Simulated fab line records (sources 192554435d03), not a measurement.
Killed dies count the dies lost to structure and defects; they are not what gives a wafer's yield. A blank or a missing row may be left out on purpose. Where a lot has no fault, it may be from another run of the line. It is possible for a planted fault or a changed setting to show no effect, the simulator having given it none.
Which tool did it? | flow n5_finfet | Sampling: 10 lots, 29 wafers, 2 of 1938 route steps

== WHAT THE GAUGES READ, wafer by wafer ==
N5_PASSIVATION_OVL_MEAS_60.
lot  | measured     | on         | TV_OVL (nm)
L703 | day 12 03:23 | overlay-01 | 7 10 7
L704 | day 12 07:11 | overlay-01 | 1 4 0
L705 | day 12 08:14 | overlay-01 | 1 3 -1
L706 | day 12 14:09 | overlay-02 | 10 6 1
L707 | day 12 14:19 | overlay-01 | 10 8 15
L717 | day 15 07:26 | overlay-02 | -3 3
L718 | day 15 16:44 | overlay-01 | 2 -6 -8
L722 | day 16 21:23 | overlay-02 | 1 -11 2
L725 | day 17 21:41 | overlay-02 | 6 1 3
L726 | day 18 22:02 | overlay-02 | 10 4 6

== EACH LOT AND THE TOOL THAT RAN IT (in order: tool; ch and the chambers of the sampled wafers; start) ==
lot  | N5_BEOL_M15_DEGAS_41
L703 | pvd_sputter-03, day 11 18:49
L704 | pvd_sputter-03, day 11 22:32
L705 | pvd_sputter-01, day 12 00:16
L706 | pvd_sputter-02, day 12 04:52
L707 | pvd_sputter-03, day 12 06:02
L717 | pvd_sputter-01, day 14 22:01
L718 | pvd_sputter-01, day 15 08:43
L722 | pvd_sputter-03, day 16 12:55
L725 | pvd_sputter-03, day 17 12:19
L726 | pvd_sputter-03, day 17 15:24
- N5_BEOL_M15_DEGAS_41: time 60 s.

== THE ANSWER, worked out from the rows above alone ==
Rule: the lots themselves supply what counts as usual. Put in order of their means at a reading, lots are off if they are a third of the lots or fewer, leave a main group of 4 or more, and stand apart from it by a gap of 3 or more times the standard deviation of the main group's means; of several such gaps the widest counts. A main group is skipped when, at the precision printed for the reading in the tables above, its means are all equal. Also off: a lot with no number at a reading for which 4 or more lots have one. Any other lot the step has rows for is counted as sound.
Across all readings shown, no lot is off: no conclusion can be drawn from this.

== WHAT WAS PUT IN BY THE SIMULATOR ==
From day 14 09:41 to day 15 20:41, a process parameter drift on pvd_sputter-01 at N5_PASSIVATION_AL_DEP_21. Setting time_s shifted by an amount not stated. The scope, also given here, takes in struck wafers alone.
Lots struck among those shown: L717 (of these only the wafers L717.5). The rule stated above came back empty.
